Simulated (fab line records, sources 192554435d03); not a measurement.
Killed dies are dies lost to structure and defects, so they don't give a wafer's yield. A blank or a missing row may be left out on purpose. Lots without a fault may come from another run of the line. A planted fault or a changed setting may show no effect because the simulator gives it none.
Split-lot experiment | flow n5_finfet | 7 lots, 19 wafers read, on a route of 1938 steps

THE SPLIT
At N5_BEOL_M1_SPUTTER_48 (material Cu, target thk 4.5 nm, time 8.29 s), the setting time_s was moved away from the recipe's 8.29 s on 3 of the 19 wafers read, by -8.0% to +6.8%. The other wafers ran this setting at the recipe's value.

The reading is taken at the split's own step.

THE READING
Cu_of_BEOL_M1_SPUTTER_48.thk_nm (the simulator's own value, which no gauge read), in nm, at N5_BEOL_M1_SPUTTER_48 (material Cu, target thk 4.5 nm, time 8.29 s). The file gives no usual value for it. The 16 wafers here that ran the recipe average 4.5 nm, standard deviation 0.097 nm.

wafer  | tool, chamber at the split | time_s as run, s | against the recipe | Cu_of_BEOL_M1_SPUTTER_48.thk_nm, nm | against lot-mates on the recipe
L074.1 | pvd_sputter-01, -          | 8.29             | recipe             | 4.4                                 | -
L074.5 | pvd_sputter-01, -          | 8.29             | recipe             | 4.4                                 | -
L074.6 | pvd_sputter-01, -          | 8.29             | recipe             | 4.4                                 | -
L075.3 | pvd_sputter-03, -          | 8.29             | recipe             | 4.4                                 | -
L080.1 | pvd_sputter-02, -          | 8.29             | recipe             | 4.6                                 | -
L080.2 | pvd_sputter-02, -          | 8.29             | recipe             | 4.6                                 | -
L080.3 | pvd_sputter-02, -          | 7.623            | -8.0%              | 4.2                                 | -0.4
L084.2 | pvd_sputter-02, -          | 8.29             | recipe             | 4.6                                 | -
L084.5 | pvd_sputter-02, -          | 8.29             | recipe             | 4.6                                 | -
L084.3 | pvd_sputter-02, -          | 8.29             | recipe             | 4.4                                 | -
L089.2 | pvd_sputter-03, -          | 8.29             | recipe             | 4.6                                 | -
L089.5 | pvd_sputter-03, -          | 8.29             | recipe             | 4.6                                 | -
L089.6 | pvd_sputter-03, -          | 8.29             | recipe             | 4.6                                 | -
L091.4 | pvd_sputter-03, -          | 8.29             | recipe             | 4.6                                 | -
L091.5 | pvd_sputter-03, -          | 8.29             | recipe             | 4.6                                 | -
L091.6 | pvd_sputter-03, -          | 8.29             | recipe             | 4.6                                 | -
L095.3 | pvd_sputter-02, -          | 8.853            | +6.8%              | 4.8                                 | +0.4
L095.4 | pvd_sputter-02, -          | 8.853            | +6.8%              | 4.8                                 | +0.4
L095.5 | pvd_sputter-02, -          | 8.29             | recipe             | 4.4                                 | -

THE FIT
A straight line over all 19 wafers: Cu_of_BEOL_M1_SPUTTER_48.thk_nm changes by +0.0405 nm for each +1% of time_s; r = +0.79; the points scatter about the line by 0.094 nm.
The same after taking each lot's own level away (the mean of its wafers on the recipe; 19 wafers): +0.0549 nm for each +1%; r = +0.97; scatter 0.042 nm.
On that fit, the largest move of time_s shifts the reading by 0.44 nm.
The lots' own levels span 4.40 to 4.60 nm, that is 2.1 times the standard deviation above.
So the lot-to-lot level blurs the effect unless lot-mates are compared.
Check: with one of the wafers moved furthest among these (-8.0%) left out of the fit, the line predicts -0.474 nm for it against its lot-mates. It came out at -0.4 nm against them.

OTHER SPLITS ON THESE WAFERS
These wafers also went through other splits before the reading. Each is held against what the fit with the lots' levels taken away leaves over:
other split on the same wafers   | wafers away from the commonest value | r with Cu_of_BEOL_M1_SPUTTER_48.thk_nm (lot level and that fit taken away)
N5_BEOL_M0_SAQP_PECVD_04 time_s  | 4                                    | +0.04
N5_BEOL_M0_CUTY_COAT_50 spin_rpm | 2                                    | -0.04
N5_BEOL_M1_PECVD_72 time_s       | 7                                    | -0.13
N5_BEOL_M1_COAT_05 spin_rpm      | 7                                    | -0.06

THE FILE'S OWN FIT
Cu_of_BEOL_M1_SPUTTER_48.thk_nm changes by +0.0535 nm for each +1% of time_s, r = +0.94.
